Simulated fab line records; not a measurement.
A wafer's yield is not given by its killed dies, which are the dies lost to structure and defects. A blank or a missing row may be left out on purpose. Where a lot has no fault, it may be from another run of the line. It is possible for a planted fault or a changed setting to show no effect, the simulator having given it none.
Chamber matching    flow n5-finfet    N5_MOL_CONTACT_COAG_CMP_52 on cmp-03 has 4 sister chambers
The step polishes, stops on SiO2, t overpolish 1.5 s, target thk 66.5 nm. 4 wafers are shown with their chamber, then 10 later ones without.

== WAFERS WITH THEIR CHAMBER ==
wafer   chamber  motor-current-A (A)
L082.2  3        12.6
L083.6  1        10.1
L086.1  0        13.2
L086.3  2        14.5

== WAFERS WHOSE CHAMBER IS MISSING ==
wafer   motor-current-A (A)
L086.6  14.8
L087.2  13.3
L087.5  14.2
L087.6  10.0
L093.3  12.6
L093.5  12.7
L093.6  13.8
L096.4  12.0
L096.5  10.3
L096.6  14.7

== WHICH CHAMBER EACH WENT THROUGH ==
wafer   from the rows above           in truth
L086.6  2                             2
L087.2  can't be placed: 0 or 3       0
L087.5  2                             2
L087.6  1                             1
L093.3  can't be placed: 3 or 0       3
L093.5  can't be placed: 3 or 0       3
L093.6  can't be placed: 0 or 2 or 3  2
L096.4  can't be placed: 3 or 0       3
L096.5  1                             1
L096.6  2                             2
Correctly placed: 5 of 10. Not placeable from these rows: 5 (in 5, the candidates include the true chamber). Wrongly placed: 0.
How it was worked out, from the rows above alone: a wafer's distance from a chamber is the root of the sum, over the readings, of the square of ((its reading less the chamber's mean) divided by the reading's scatter). The wafer belongs to the nearest chamber; if the next one is less than 2 further off, it can't be placed. Each chamber's mean is taken over the wafers shown for it. The scatter: root of mean squared gap, hidden wafer to nearest shown wafer, with one shown wafer a chamber.
